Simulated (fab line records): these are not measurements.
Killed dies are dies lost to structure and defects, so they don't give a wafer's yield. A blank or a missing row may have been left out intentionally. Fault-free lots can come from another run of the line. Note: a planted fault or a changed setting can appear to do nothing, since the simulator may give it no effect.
Matching of chambers	flow n5Finfet	N5_BEOL_M0_SAQP_CUT_ETCH_46 on rieDiel-02: 4 sister chambers
The step etches SOC in N2/H2, target depth 135 nm, overetch 27 nm, time 202.5 s. 4 wafers are shown with their chamber, then 7 later ones without.

== WAFERS, EACH WITH ITS CHAMBER ==
wafer	chamber	throttleValvePct (%)
L082.1	0	18.50
L082.3	3	17.37
L085.1	2	17.99
L085.2	1	17.48

== WAFERS WITH NO CHAMBER GIVEN ==
wafer	throttleValvePct (%)
L085.6	17.38
L089.1	17.51
L089.2	17.99
L089.5	17.99
L097.1	17.53
L097.3	17.43
L097.6	17.56

== WHICH CHAMBER EACH ONE RAN IN ==
wafer	from the rows above	in truth
L085.6	3	3
L089.1	1	1
L089.2	2	2
L089.5	2	2
L097.1	1	1
L097.3	can't be placed: 1 or 3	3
L097.6	1	1
Correctly placed: 6 of 7. Not placeable from these rows: 1 (in 1, the candidates include the true chamber). Number placed wrongly: 0.
How it was worked out, from the rows above alone: a wafer's distance from a chamber is the root of the sum, over the readings, of the square of ((its reading less the chamber's mean) divided by the reading's scatter). If the next closest chamber is less than 2 further off than the closest, the wafer can't be placed; otherwise it belongs to the closest. Each chamber's mean is taken over the wafers shown for it. The scatter (one wafer shown for each chamber): square how far every hidden wafer sits from the nearest shown wafer, average those squares and take the square root.
